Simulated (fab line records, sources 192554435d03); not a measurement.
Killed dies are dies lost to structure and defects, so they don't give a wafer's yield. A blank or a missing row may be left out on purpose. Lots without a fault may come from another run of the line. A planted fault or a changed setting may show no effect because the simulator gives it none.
Problem report in the 8D (eight disciplines) form, filled by code | flow n5_finfet | the parts of the form that need people (team, actions taken, sign-off) are left out

1. THE PROBLEM
barrier_field_endpoint_s at N5_BEOL_M2_CMP_52 reads a mean of 18.7 s on 1 wafer of 1 lot; wafers without a fault read 24.7 s with a standard deviation of 0.6. That is -10 standard deviations from the usual mean.
The step: polishes, stops on SiOC, t overpolish 6.8 s, target thk 40 nm.
First seen on wafer L671.2, day 11 14:57, on cmp-04. The record holds 27 wafers of 9 lots with a number at this step. Rule for "out", or "out of limits": more than 4 standard deviations from the usual mean. The other wafers with a number count as sound.

2. WHAT IT IS AND WHAT IT IS NOT
question                    | is                       | is not
which readings at this step | barrier_field_endpoint_s | motor_current_A, pad_life_wafers, slurry_filter_dp_kPa
which lots                  | L671                     | L653, L656, L658, L660, L661, L672, L673, L676
which wafers of those lots  | L671.2                   | L671.3, L671.4
read on which tools         | cmp-04                   | cmp-01, cmp-02
when                        | from day 11 14:57        | up to then (14 sound wafers); but 12 sound wafers of L658, L672, L673, L676 came after

3. SUSPECTS, AND WHAT RULES EACH OUT
Counting: a tool at a process step up to the reading stays a suspect if it ran every lot that is out. Sound lots after the first of them don't rule it out here, since some wafers of a struck lot are sound.
- pecvd-01 at N5_BEOL_M2_PECVD_72 (deposits SiO2 from TEOS/O2, target thk 16 nm, time 18 s): kept. It ran the lot that is out, L671 (day 11 07:21); its last sound lot up to then is L660 (day 8 20:16).
- pvd_sputter-02 at N5_BEOL_M2_ANNEAL_91 (time 240 s): kept. It ran the lot that is out, L671 (day 11 13:52).
- pvd_sputter-02 at N5_BEOL_M2_ANNEAL_95 (time 240 s): kept. It ran the lot that is out, L671 (day 11 14:18).
- cmp-04 at N5_BEOL_M2_CMP_52 (polishes, stops on SiOC, t overpolish 6.8 s, target thk 40 nm): kept. It ran the lot that is out, L671 (day 11 14:57); its last sound lot up to then is L661 (day 10 12:14). Its own readings are out on those wafers: barrier_field_endpoint_s.
- Within pecvd-01 at N5_BEOL_M2_PECVD_72: the wafers that are out ran in chamber 0; their sound lot-mates ran in chamber 1.
- Within cmp-04 at N5_BEOL_M2_CMP_52: the wafers that are out ran in chamber 2; their sound lot-mates ran in chambers 0, 3.
Left after counting: pecvd-01 at N5_BEOL_M2_PECVD_72, pvd_sputter-02 at N5_BEOL_M2_ANNEAL_91, pvd_sputter-02 at N5_BEOL_M2_ANNEAL_95, cmp-04 at N5_BEOL_M2_CMP_52.

4. THE CAUSE (what the simulator had put in)
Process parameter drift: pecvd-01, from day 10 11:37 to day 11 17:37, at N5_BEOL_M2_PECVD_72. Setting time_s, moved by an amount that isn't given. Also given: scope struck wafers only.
Counting left 4 suspects, and this tool is among them.

5. THE CHAIN OF EFFECTS, in route order
Each row: a reading whose mean over the struck wafers that have a number lies more than 3 standard deviations from the usual. Only readings for which the record gives a usual standard deviation are gone through. hours: the time from each lot's start at the first step in this table that gives one to its start at this step, as a median over the lots. sigmas: the change in usual standard deviations.
hours | step              | reading                  | usual  | on struck wafers | change | sigmas
0     | N5_BEOL_M2_CMP_52 | barrier_field_endpoint_s | 24.7 s | 18.7             | -6.0   | -10
The process steps in it:
- N5_BEOL_M2_CMP_52: polishes, stops on SiOC, t overpolish 6.8 s, target thk 40 nm.
Later measuring or inspecting steps at which every struck wafer that the step has a row for has a number for every such reading, and none has moved that far: N5_BEOL_M2_INSPECT_59, N5_BEOL_M4_RC_MEAS_101.

6. WHAT WOULD HAVE CAUGHT IT SOONER
In this record the first reading out of limits was taken at day 11 14:57, 27 hours after the fault began at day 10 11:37.
Of the tool readings at N5_BEOL_M2_PECVD_72 for which the record gives a usual standard deviation, none was out on any struck wafer, so an alarm limit of 4 standard deviations on them would not have fired.
All the lots that are out (1) had begun N5_BEOL_M2_PECVD_72 on pecvd-01 by day 11 14:57. A hold on the tool at that time would have spared none of them.
